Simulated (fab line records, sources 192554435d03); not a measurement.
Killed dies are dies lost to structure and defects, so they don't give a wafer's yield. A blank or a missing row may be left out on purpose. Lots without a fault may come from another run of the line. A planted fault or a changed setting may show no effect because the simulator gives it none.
fab line records | flow n5_finfet
record lots=11 wafers=30 last_day=18
route steps=1938 shown MOL_CONTACT_COAG@532 PASSIVATION@1936
lots that met no fault: from a run of the same line without faults
start_h: hours from the record's first day to the start of the lot's first wafer shown | wait_h: hours since the lot's step before | " the same as in the row above | L1.1+2: a row that stands for several wafers | - no value, or no start given | * or withheld: withheld | < > ~ a bound
route shown NAME@n: a module of which the file shows steps, and the number in the route of the first | usual: mean/standard deviation of fault-free wafers | same: alike in all rows | chamber/n: place in a boat | sites: the reading at each site | _std_site: their standard deviation | _edge_site: outer sites' mean less inner sites' | radius_mm: how far each site lies from the wafer's centre | mask NAME#n: copy n | behind: the tool/chamber that last shaped the wafer | hold: why the lot was held/for how many hours/how that ended | device: the transistor (n, p or np) that didn't switch | end of line: the same wafers' tests at the end of the route | a step without rows: its recipe alone | killed: dies lost to structure and defects at the first sort, not the wafer's yield | map: a wafer's dies, x killed, . not, _ none there
set.NAME: the setting as run; set.NAME@STEP: as run at that earlier step | model.NAME: the simulator's own value behind a step, which no gauge read
steps of the route over a sample of lots; a table a step, a row a wafer
services: from which hour (start_h, from the record's first day; less than 0 if before it) a tool's chamber was out of use, for how many hours, and why
## steps
# step N5_MOL_CONTACT_COAG_ETCH_106
# recipe chemistry=N2/H2 target=SOC target_depth_a=800 overetch_a=160 mask_material=SiARC temp_c=40 time_s=120 ion_energy_ev=200 pressure_mtorr=30 source_w=840 bias_w=150 n2_flow_sccm=200 h2_flow_sccm=200
# usual drypump_motor_current_A=5.8/0.6 oes_product_au=0.72/0.079 rf_fwd_power_W=835.0/2.6 rf_vpp_V=522.7/2.3 showerhead_plenum_p_Torr=2.50/0.081 temp_c=40.00/0.11 throttle_valve_pct=17.8/0.36
# columns lot.wafer tool chamber start_h wait_h drypump_motor_current_A oes_product_au rf_fwd_power_W rf_hours_counter_h rf_vpp_V showerhead_plenum_p_Torr temp_c throttle_valve_pct
L754.1 rie_diel-05 0 95.02 0.0 6.0 0.71 835.2 101 522.1 2.47 39.86 17.7
L754.5 " 3 " " 4.9 0.81 836.3 - 522.7 2.48 40.24 17.2
L757.1 rie_diel-05 2 106.47 0.0 6.6 0.66 835.3 177 522.7 2.54 39.89 18.0
L757.2 " 0 " " 6.0 0.71 834.4 105 521.2 2.47 39.85 17.7
L757.4 " 1 " " 6.4 0.83 839.3 26 521.4 2.48 40.05 17.5
L760.3 rie_diel-06 3 125.19 0.0 6.5 0.68 836.9 157 526.2 2.67 39.93 18.1
L760.4 " 1 " " 5.9 0.62 835.7 241 519.1 2.38 40.00 17.6
L760.5 " 3 " " 6.4 0.68 836.3 - 526.2 2.67 40.00 18.1
L764.2 rie_diel-06 1 146.51 0.0 5.9 0.61 834.6 249 519.7 2.38 40.02 17.6
L764.3 " 2 " " 6.2 0.83 836.1 13 522.4 2.49 40.04 17.7
L764.6 " 0 " " 4.9 0.64 835.5 - 520.5 2.42 40.07 18.3
L766.1 rie_diel-05 2 160.95 0.0 6.6 0.65 835.0 195 522.3 2.53 39.83 18.0
L766.3 " 3 " " 4.9 0.77 839.6 32 522.8 2.47 39.98 17.2
L767.1 rie_diel-06 0 166.26 0.0 4.9 0.63 831.6 208 520.1 2.42 39.97 18.3
L767.5 " 0 " " 4.9 0.63 831.6 - 519.7 2.42 40.08 18.3
L767.6 " 2 " " 6.3 0.82 833.8 - 522.8 2.49 39.91 17.7
L770.2 rie_diel-02 2 183.50 0.0 6.2 0.70 835.7 92 521.7 2.47 39.85 17.8
L770.3 " 0 " " 5.0 0.77 837.1 48 522.4 2.50 40.07 17.8
L770.5 " 2 " " 6.2 0.70 838.6 - 521.9 2.47 39.96 17.8
L771.2 rie_diel-05 3 191.27 0.0 4.9 0.75 836.8 47 521.7 2.47 40.14 17.2
L771.3 " 3 " " 4.9 0.74 837.7 - 522.3 2.47 40.05 17.2
L771.6 " 2 " " 6.6 0.63 837.2 - 523.0 2.52 40.21 18.1
L772.1 rie_diel-02 1 197.83 0.0 5.5 0.77 834.7 43 521.6 2.47 40.11 17.2
L772.3 " 0 " " 5.1 0.77 837.2 53 522.8 2.50 39.97 17.8
L775.2 rie_diel-05 2 213.89 0.0 6.6 0.62 834.4 218 521.8 2.52 40.05 18.1
L775.3 " 3 " " 4.9 0.74 835.5 55 521.0 2.46 39.80 17.2
L775.4 " 1 " " 6.3 0.79 839.3 48 522.1 2.47 39.91 17.5
L776.2 rie_diel-06 1 220.85 0.0 5.9 0.85 834.9 15 528.0 2.69 40.00 17.2
L776.4 " 3 " " 6.5 0.65 837.7 - 527.3 2.65 40.02 18.2
L776.6 " 2 " " 6.3 0.78 837.2 - 521.8 2.48 39.98 17.7
# step N5_MOL_CONTACT_COAG_CONTACT_ETCH_14
# recipe chemistry=C4F6/O2 target=SiO2 target_depth_a=275 overetch_a=85 mask_material=SOC pressure_mtorr=30 source_w=370 bias_w=185 Ar_flow_sccm=300 C4F6_flow_sccm=16 O2_flow_sccm=10 time_s=20 ion_energy_ev=259.6
# usual C4F6_flow_sccm=16.00/0.046 drypump_motor_current_A=5.8/0.6 oes_product_au=0.68/0.075 rf_fwd_power_W=363.0/2.1 rf_vpp_V=691.0/2.9 showerhead_plenum_p_Torr=2.84/0.083 throttle_valve_pct=21.25/0.27
# columns lot.wafer tool chamber start_h wait_h C4F6_flow_sccm drypump_motor_current_A oes_product_au rf_fwd_power_W rf_hours_counter_h rf_vpp_V showerhead_plenum_p_Torr throttle_valve_pct
L754.1 rie_diel-05 0 95.12 0.0 16.06 6.0 0.68 362.9 101 690.5 2.78 21.01
L754.5 " 3 " " 15.97 4.9 0.78 365.0 - 690.7 2.84 20.79
L757.1 rie_diel-05 2 106.57 0.0 15.95 6.6 0.62 363.1 177 691.7 2.86 21.25
L757.2 " 0 " " 15.96 6.0 0.68 360.5 105 690.0 2.78 21.02
L757.4 " 1 " " 16.04 6.4 0.79 364.1 26 691.0 2.83 21.16
L760.3 rie_diel-06 3 125.29 0.0 16.00 6.5 0.64 361.7 157 695.7 2.99 21.39
L760.4 " 1 " " 15.98 5.9 0.59 361.1 241 688.8 2.73 21.21
L760.5 " 3 " " 15.94 6.5 0.64 362.2 - 696.6 2.99 21.40
L764.2 rie_diel-06 1 146.62 0.0 15.96 5.9 0.58 360.9 249 685.6 2.73 21.23
L764.3 " 2 " " 15.95 6.2 0.80 359.7 13 690.5 2.83 21.22
L764.6 " 0 " " 16.02 4.9 0.61 361.6 - 688.1 2.74 21.67
L766.1 rie_diel-05 2 161.05 0.0 16.03 6.6 0.61 364.6 196 691.9 2.85 21.28
L766.3 " 3 " " 15.99 4.9 0.73 366.2 32 691.1 2.83 20.83
L767.1 rie_diel-06 0 166.36 0.0 15.98 4.9 0.61 362.7 208 688.6 2.74 21.71
L767.5 " 0 " " 16.10 4.9 0.60 365.4 - 688.4 2.74 21.69
L767.6 " 2 " " 15.97 6.2 0.78 361.8 - 690.5 2.83 21.22
L770.2 rie_diel-02 2 183.60 0.0 15.92 6.2 0.67 363.7 92 690.6 2.81 21.37
L770.3 " 0 " " 15.98 5.0 0.74 366.5 48 689.9 2.82 21.10
L770.5 " 2 " " 15.91 6.3 0.68 364.4 - 687.9 2.81 21.36
L771.2 rie_diel-05 3 191.42 0.0 16.00 4.9 0.70 365.7 47 691.3 2.83 20.86
L771.3 " 3 " " 16.01 4.9 0.71 366.1 - 689.4 2.83 20.83
L771.6 " 2 " " 16.08 6.6 0.60 365.2 - 691.2 2.84 21.31
L772.1 rie_diel-02 1 197.93 0.0 16.05 5.5 0.73 363.2 43 690.6 2.82 20.78
L772.3 " 0 " " 15.96 5.1 0.73 363.5 53 692.0 2.81 21.11
L775.2 rie_diel-05 2 213.99 0.0 16.00 6.6 0.60 364.2 218 690.0 2.84 21.32
L775.3 " 3 " " 15.96 4.9 0.71 367.7 55 690.5 2.82 20.86
L775.4 " 1 " " 16.06 6.4 0.75 365.4 48 691.3 2.82 21.19
L776.2 rie_diel-06 1 220.95 0.0 16.02 5.9 0.80 362.4 15 696.8 3.06 20.93
L776.4 " 3 " " 15.98 6.4 0.62 361.8 - 696.1 2.97 21.46
L776.6 " 2 " " 15.99 6.2 0.75 359.2 - 689.6 2.82 21.26
# step N5_MOL_CONTACT_COAG_ALD_123
# recipe material=SiNx target_thk_a=50 temp_c=400 ald_precursor_family=SiH2I2 ald_co_reactant=N2/H2-plasma pulse_time_s=1 purge_time_s=2 co_reactant_purge_time_s=2 ald_cycles=100 pressure_torr=2
# usual ald_cycles=100/0 heater_power_w=850/78 precursor_pulse_height_rel=0.999/0.019
# columns lot.wafer tool chamber start_h wait_h ald_cycles heater_power_w precursor_pulse_height_rel
L754.1 ald_sin-01 0 106.92 0.3 100 848 1.023
L754.5 " 1 " " 100 810 1.016
L757.1 ald_sin-03 3 114.87 0.0 100 760 1.003
L757.2 " 1 " " 100 791 1.000
L757.4 " 2 " " 100 848 1.039
L760.3 ald_sin-04 3 134.26 0.0 100 920 0.958
L760.4 " 0 " " 100 774 1.008
L760.5 " 3 " " 100 922 0.978
L764.2 ald_sin-01 1 158.33 0.0 100 824 0.992
L764.3 " 0 " " 100 849 1.000
L764.6 " 1 " " 78 814 1.023
L766.1 ald_sin-01 2 169.36 0.0 78 834 0.969
L766.3 " 1 " " 100 805 0.987
L767.1 ald_sin-01 1 174.48 0.0 78 803 1.005
L767.5 " 3 " " 100 877 0.982
L767.6 " 0 " " 78 862 1.007
L770.2 ald_sin-04 1 192.74 1.2 100 833 1.009
L770.3 " 2 " " 100 849 0.969
L770.5 " 0 " " 100 735 0.993
L771.2 ald_sin-04 2 199.91 0.0 100 834 1.037
L771.3 " 3 " " 100 920 1.007
L771.6 " 0 " " 100 777 1.014
L772.1 ald_sin-04 3 206.56 0.1 100 937 0.976
L772.3 " 1 " " 100 841 0.970
L775.2 ald_sin-04 2 221.67 0.0 100 837 1.009
L775.3 " 1 " " 100 859 1.010
L775.4 " 0 " " 100 759 0.997
L776.2 ald_sin-01 2 228.37 0.0 100 823 1.007
L776.4 " 0 " " 100 857 1.011
L776.6 " 0 " " 100 855 1.001
# step N5_MOL_CONTACT_COAG_INSPECT_57
# recipe mode=adi inspect_instrument=brightfield
# usual raw_defect_count=175/43
# columns lot.wafer tool chamber start_h wait_h raw_defect_count
L754.1 defect_inspect-01 - 107.97 0.1 183
L754.5 " - " " 203
L757.1 defect_inspect-01 - 115.93 0.1 173
L757.2 " - " " 157
L757.4 " - " " 175
L760.3 defect_inspect-01 - 135.20 0.0 127
L760.4 " - " " 146
L760.5 " - " " 190
L764.2 defect_inspect-02 - 159.38 0.0 130
L764.3 " - " " 209
L764.6 " - " " 205
L766.1 defect_inspect-02 - 170.29 0.1 201
L766.3 " - " " 178
L767.1 defect_inspect-02 - 175.54 0.1 119
L767.5 " - " " 127
L767.6 " - " " 116
L770.2 defect_inspect-01 - 193.80 0.0 260
L770.3 " - " " 218
L770.5 " - " " 198
L771.2 defect_inspect-01 - 200.84 0.0 289
L771.3 " - " " 124
L771.6 " - " " 121
L772.1 defect_inspect-02 - 207.63 0.1 240
L772.3 " - " " 152
L775.2 defect_inspect-01 - 222.72 0.0 204
L775.3 " - " " 117
L775.4 " - " " 143
L776.2 defect_inspect-02 - 229.31 0.0 147
L776.4 " - " " 160
L776.6 " - " " 146
# step N5_PASSIVATION_PROBE_49
# usual killed_at_M0_to_M3=36/10 killed_at_M4_up=13/5.5 killed_at_contacts=12/5.6 killed_at_front_end=42/12 killed_at_other=4/3.2 killed_dies=108/18 killed_open=71/13 killed_short=34/7.8
# same gross_dies=1180 killed_at_back_side=0
# columns lot.wafer tool chamber start_h wait_h killed_at_M0_to_M3 killed_at_M4_up killed_at_contacts killed_at_front_end killed_at_other killed_dies killed_open killed_short
L770.2 prober-01 - 373.46 0.1 45 14 19 47 2 127 75 48
L770.3 prober-01 - 373.51 0.1 41 7 14 19 0 81 52 26
L770.5 prober-01 - 373.61 0.2 48 9 6 29 7 99 55 41
# killed by level:class
L770.2 FIN_SAQP:geometric_particle:open=15 BEOL_M0_SAQP:geometric_particle:open=15 BEOL_M0_SAQP:geometric_particle:short=12 MOL_CONTACT_COAG:geometric_particle:open=12 MOL_CONTACT_COAG:geometric_particle:short=7 BEOL_M3:geometric_particle:short=7 BEOL_M4:geometric_particle:open=7 STI_FIN_REVEAL:geometric_particle:open=6
L770.3 BEOL_M0_SAQP:geometric_particle:short=14 BEOL_M2:geometric_particle:open=12 MOL_CONTACT_COAG:geometric_particle:open=10 BEOL_M0_SAQP:geometric_particle:open=10 MOL_CONTACT_COAG:geometric_particle:short=4 STARTING-WAFER:geometric_particle:open=4 BEOL_M4:geometric_particle:open=4 GATE_CUT:geometric_particle:short=3
L770.5 BEOL_M0_SAQP:geometric_particle:open=16 BEOL_M0_SAQP:geometric_particle:short=8 FIN_SAQP:geometric_particle:open=5 DUMMY_GATE:geometric_particle:open=5 BEOL_M1:geometric_particle:open=5 BEOL_M3:geometric_particle:open=5 MOL_CONTACT_COAG:geometric_particle:open=4 BEOL_M0:geometric_particle:short=4
## services
# columns tool chamber start_h hours kind
rie_diel-02 1 74.76 - clean
rie_diel-02 1 74.76 - consumable_replace:focus_ring
rie_diel-02 1 74.76 16.1 scheduled_down
rie_diel-02 1 74.76 16.1 vent_cycle
rie_diel-06 2 89.66 4.8 repair
ald_sin-04 0 101.13 1.9 repair
rie_diel-02 0 126.72 16.1 repair
rie_diel-06 1 151.02 - clean
rie_diel-06 1 151.02 - consumable_replace:focus_ring
rie_diel-06 1 151.02 - consumable_replace:showerhead
rie_diel-06 1 151.02 25.5 scheduled_down
rie_diel-06 1 151.02 25.5 vent_cycle
rie_diel-05 1 162.15 36.3 repair
ald_sin-03 - 178.35 14.0 pm
ald_sin-03 0 178.35 14.0 vent_cycle
ald_sin-03 1 178.35 14.0 vent_cycle
ald_sin-03 2 178.35 14.0 vent_cycle
ald_sin-03 3 178.35 14.0 vent_cycle
ald_sin-03 0 192.35 - clean
ald_sin-03 1 192.35 - clean
rie_diel-06 2 197.89 1.5 repair
rie_diel-02 1 198.27 1.6 repair
ald_sin-01 3 214.81 5.2 repair
rie_diel-06 0 220.63 6.6 repair
## key
first_sign step=N5_MOL_CONTACT_COAG_ALD_123 reading=ald_cycles direction=down sigmas=99+ usual=* struck=*
effect none on later readings
met_at N5_MOL_CONTACT_COAG_ALD_123
struck_lots L764,L766,L767
struck_wafers L764.6,L766.1,L767.1,L767.6
tester_left_out L764,L766,L767
not_acting_at N5_MOL_CONTACT_COAG_ETCH_106,N5_MOL_CONTACT_COAG_CONTACT_ETCH_14,N5_MOL_CONTACT_COAG_INSPECT_57
onset_between 106.92 158.33
fault kind=process_parameter_drift tool=ald_sin-01 chamber=- onset_h=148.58 steps=N5_MOL_CONTACT_COAG_ALD_123 channel=ald_cycles offset=* shape=step end_h=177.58 scope=struck_wafers_only acts_in=* stated=*
# tester_left_out: of these lots the tester's yield and bins aren't shown, on N5 and GAA mostly nor the transistor test; their killed dies are dies lost to structure and defects alone, not to doping, threshold or leakage, so they don't give the yield
